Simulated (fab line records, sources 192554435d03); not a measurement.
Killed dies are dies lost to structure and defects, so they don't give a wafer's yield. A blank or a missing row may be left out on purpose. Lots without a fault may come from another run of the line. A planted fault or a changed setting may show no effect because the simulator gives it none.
Chamber matching	flow n5_finfet	N5_BEOL_M15_TRENCH_ETCH_34 on rie_diel-04: 4 sister chambers
The step etches SiO2 in C4F8/O2/Ar, target depth 872.93 nm, time 199 s. 8 wafers are shown with their chamber, then 10 later ones without.

## WAFERS WITH THEIR CHAMBER
wafer	chamber	rf_vpp_V (V)	showerhead_plenum_p_Torr (Torr)
L080.2	1	2212	3.67
L081.1	1	2212	3.67
L081.6	3	2184	3.34
L084.1	2	2259	3.55
L084.3	0	2162	3.36
L084.4	3	2184	3.34
L089.2	0	2164	3.35
L089.3	2	2258	3.55

## WAFERS WHOSE CHAMBER IS MISSING
wafer	rf_vpp_V (V)	showerhead_plenum_p_Torr (Torr)
L089.5	2212	3.66
L090.2	2183	3.34
L090.4	2259	3.55
L090.6	2183	3.34
L091.2	2183	3.34
L091.5	2209	3.66
L091.6	2260	3.54
L088.2	2259	3.54
L088.3	2182	3.33
L088.6	2162	3.35

## WHICH CHAMBER EACH ONE RAN IN
wafer	from the rows above	in truth
L089.5	1	1
L090.2	3	3
L090.4	2	2
L090.6	3	3
L091.2	3	3
L091.5	1	1
L091.6	2	2
L088.2	2	2
L088.3	3	3
L088.6	0	0
Correct placement for 10 of the 10. Not placeable from these rows: 0. 0 placed wrongly.
How it was worked out, from the rows above alone: a wafer's distance from a chamber is the root of the sum, over the readings, of the square of ((its reading less the chamber's mean) divided by the reading's scatter). The wafer belongs to the nearest chamber; if the next one is less than 2 further off, it can't be placed. The mean given for a chamber averages the wafers shown for that chamber. The scatter is the square root of a quotient: the sum, over the shown wafers, of each reading's squared deviation from its chamber's mean, divided by wafers minus chambers.
